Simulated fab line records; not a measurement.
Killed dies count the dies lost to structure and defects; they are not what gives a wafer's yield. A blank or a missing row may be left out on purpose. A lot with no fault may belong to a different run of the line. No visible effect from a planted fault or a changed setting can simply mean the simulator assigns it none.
Lot-split experiment :: flow n5-finfet :: 21 wafers read across 7 lots, on a route 1938 steps long

## THE SPLIT
At N5_BEOL_M1_HM_DEP_02 (deposits TiN, target thk 20 nm), the setting target-thk-a was moved away from the recipe's 200 angstrom on 7 of the 21 wafers read, by -9.1% to +9.0%. For the rest of the wafers, this setting stayed at what the recipe calls for.

The reading is taken at the split's own step.

## THE READING
TiN_of_BEOL_M1_HM_DEP_02.thk-nm (the simulator's own value, which no gauge read), in nm, at N5_BEOL_M1_HM_DEP_02 (deposits TiN, target thk 20 nm). The file does not state a usual value for it. Here, 14 wafers ran the recipe; their average is 20.0 nm with a standard deviation of 0.15 nm.

wafer: L075.1
tool, chamber at the split: pvd-sputter-01, -
target-thk-a as run, angstrom: 200
against the recipe: recipe
TiN_of_BEOL_M1_HM_DEP_02.thk-nm, nm: 19.8
against lot-mates on the recipe: -

wafer: L075.2
tool, chamber at the split: pvd-sputter-01, -
target-thk-a as run, angstrom: 200
against the recipe: recipe
TiN_of_BEOL_M1_HM_DEP_02.thk-nm, nm: 19.8
against lot-mates on the recipe: -

wafer: L075.6
tool, chamber at the split: pvd-sputter-01, -
target-thk-a as run, angstrom: 200
against the recipe: recipe
TiN_of_BEOL_M1_HM_DEP_02.thk-nm, nm: 19.8
against lot-mates on the recipe: -

wafer: L081.1
tool, chamber at the split: pvd-sputter-02, -
target-thk-a as run, angstrom: 200
against the recipe: recipe
TiN_of_BEOL_M1_HM_DEP_02.thk-nm, nm: 20.2
against lot-mates on the recipe: -

wafer: L081.6
tool, chamber at the split: pvd-sputter-02, -
target-thk-a as run, angstrom: 200
against the recipe: recipe
TiN_of_BEOL_M1_HM_DEP_02.thk-nm, nm: 20.2
against lot-mates on the recipe: -

wafer: L081.3
tool, chamber at the split: pvd-sputter-02, -
target-thk-a as run, angstrom: 200
against the recipe: recipe
TiN_of_BEOL_M1_HM_DEP_02.thk-nm, nm: 20
against lot-mates on the recipe: -

wafer: L082.1
tool, chamber at the split: pvd-sputter-02, -
target-thk-a as run, angstrom: 200
against the recipe: recipe
TiN_of_BEOL_M1_HM_DEP_02.thk-nm, nm: 20.2
against lot-mates on the recipe: -

wafer: L082.3
tool, chamber at the split: pvd-sputter-02, -
target-thk-a as run, angstrom: 181.9
against the recipe: -9.1%
TiN_of_BEOL_M1_HM_DEP_02.thk-nm, nm: 18.4
against lot-mates on the recipe: -1.8

wafer: L082.5
tool, chamber at the split: pvd-sputter-02, -
target-thk-a as run, angstrom: 181.9
against the recipe: -9.1%
TiN_of_BEOL_M1_HM_DEP_02.thk-nm, nm: 18.4
against lot-mates on the recipe: -1.8

wafer: L083.2
tool, chamber at the split: pvd-sputter-01, -
target-thk-a as run, angstrom: 200
against the recipe: recipe
TiN_of_BEOL_M1_HM_DEP_02.thk-nm, nm: 20.2
against lot-mates on the recipe: -

wafer: L083.4
tool, chamber at the split: pvd-sputter-01, -
target-thk-a as run, angstrom: 200
against the recipe: recipe
TiN_of_BEOL_M1_HM_DEP_02.thk-nm, nm: 20
against lot-mates on the recipe: -

wafer: L083.6
tool, chamber at the split: pvd-sputter-01, -
target-thk-a as run, angstrom: 200
against the recipe: recipe
TiN_of_BEOL_M1_HM_DEP_02.thk-nm, nm: 20
against lot-mates on the recipe: -

wafer: L084.2
tool, chamber at the split: pvd-sputter-02, -
target-thk-a as run, angstrom: 192.1
against the recipe: -3.9%
TiN_of_BEOL_M1_HM_DEP_02.thk-nm, nm: 19.4
against lot-mates on the recipe: -0.8

wafer: L084.5
tool, chamber at the split: pvd-sputter-02, -
target-thk-a as run, angstrom: 200
against the recipe: recipe
TiN_of_BEOL_M1_HM_DEP_02.thk-nm, nm: 20.2
against lot-mates on the recipe: -

wafer: L084.6
tool, chamber at the split: pvd-sputter-02, -
target-thk-a as run, angstrom: 192.1
against the recipe: -3.9%
TiN_of_BEOL_M1_HM_DEP_02.thk-nm, nm: 19.6
against lot-mates on the recipe: -0.6

wafer: L087.3
tool, chamber at the split: pvd-sputter-02, -
target-thk-a as run, angstrom: 200
against the recipe: recipe
TiN_of_BEOL_M1_HM_DEP_02.thk-nm, nm: 20.2
against lot-mates on the recipe: -

wafer: L087.4
tool, chamber at the split: pvd-sputter-02, -
target-thk-a as run, angstrom: 218
against the recipe: +9.0%
TiN_of_BEOL_M1_HM_DEP_02.thk-nm, nm: 22
against lot-mates on the recipe: +1.8

wafer: L087.5
tool, chamber at the split: pvd-sputter-02, -
target-thk-a as run, angstrom: 218
against the recipe: +9.0%
TiN_of_BEOL_M1_HM_DEP_02.thk-nm, nm: 21.8
against lot-mates on the recipe: +1.6

wafer: L089.1
tool, chamber at the split: pvd-sputter-02, -
target-thk-a as run, angstrom: 200
against the recipe: recipe
TiN_of_BEOL_M1_HM_DEP_02.thk-nm, nm: 20
against lot-mates on the recipe: -

wafer: L089.5
tool, chamber at the split: pvd-sputter-02, -
target-thk-a as run, angstrom: 200
against the recipe: recipe
TiN_of_BEOL_M1_HM_DEP_02.thk-nm, nm: 20
against lot-mates on the recipe: -

wafer: L089.6
tool, chamber at the split: pvd-sputter-02, -
target-thk-a as run, angstrom: 182.2
against the recipe: -8.9%
TiN_of_BEOL_M1_HM_DEP_02.thk-nm, nm: 18
against lot-mates on the recipe: -2.0

FIT RESULTS
A straight line over all 21 wafers: TiN_of_BEOL_M1_HM_DEP_02.thk-nm changes by +0.197 nm for each +1% of target-thk-a; r = +0.98; the points scatter about the line by 0.18 nm.
The same after taking each lot's own level away (the mean of its wafers on the recipe; 21 wafers): +0.198 nm for each +1%; r = +0.99; scatter 0.096 nm.
The reading moves by 1.8 nm for the largest change in target-thk-a, on that fit.
The span of the lots' own levels, 19.80 to 20.20 nm, comes to 2.6 times the standard deviation stated above.
So the lot-to-lot level changes the slope little: the two slopes agree.
Check: -1.8 nm against its lot-mates is what the line predicts for one of the wafers moved furthest among these (-9.1%) when that wafer is left out of the fit. Against them it came out at -1.8 nm.

## OTHER SPLITS ON THESE WAFERS
Other splits were also applied to these wafers ahead of the reading. Each is held against what the fit with the lots' levels taken away leaves over:
other split on the same wafers: N5_SD_EPI_P_EPI_21 temp-c
wafers away from the commonest value: 4
r with TiN_of_BEOL_M1_HM_DEP_02.thk-nm (lot level and that fit taken away): +0.15

other split on the same wafers: N5_SD_ACTIVATION_LSA_01 temp-c
wafers away from the commonest value: 5
r with TiN_of_BEOL_M1_HM_DEP_02.thk-nm (lot level and that fit taken away): +0.13

other split on the same wafers: N5_HKMG_FIN_ETCH_58 source-w
wafers away from the commonest value: 8
r with TiN_of_BEOL_M1_HM_DEP_02.thk-nm (lot level and that fit taken away): +0.31

other split on the same wafers: N5_GATE_CUT_COAT_27 spin-rpm
wafers away from the commonest value: 5
r with TiN_of_BEOL_M1_HM_DEP_02.thk-nm (lot level and that fit taken away): +0.09

other split on the same wafers: N5_GATE_CUT_EXPOSE_10 dose-mj
wafers away from the commonest value: 9
r with TiN_of_BEOL_M1_HM_DEP_02.thk-nm (lot level and that fit taken away): +0.08

other split on the same wafers: N5_MOL_CONTACT_COAG_VIA_ETCH_46 bias-w
wafers away from the commonest value: 4
r with TiN_of_BEOL_M1_HM_DEP_02.thk-nm (lot level and that fit taken away): -0.03

other split on the same wafers: N5_BEOL_M0_SAQP_ETCH_88 source-w
wafers away from the commonest value: 6
r with TiN_of_BEOL_M1_HM_DEP_02.thk-nm (lot level and that fit taken away): -0.24

## THE FILE'S OWN FIT
TiN_of_BEOL_M1_HM_DEP_02.thk-nm changes by +0.202 nm for each +1% of target-thk-a, r = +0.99.
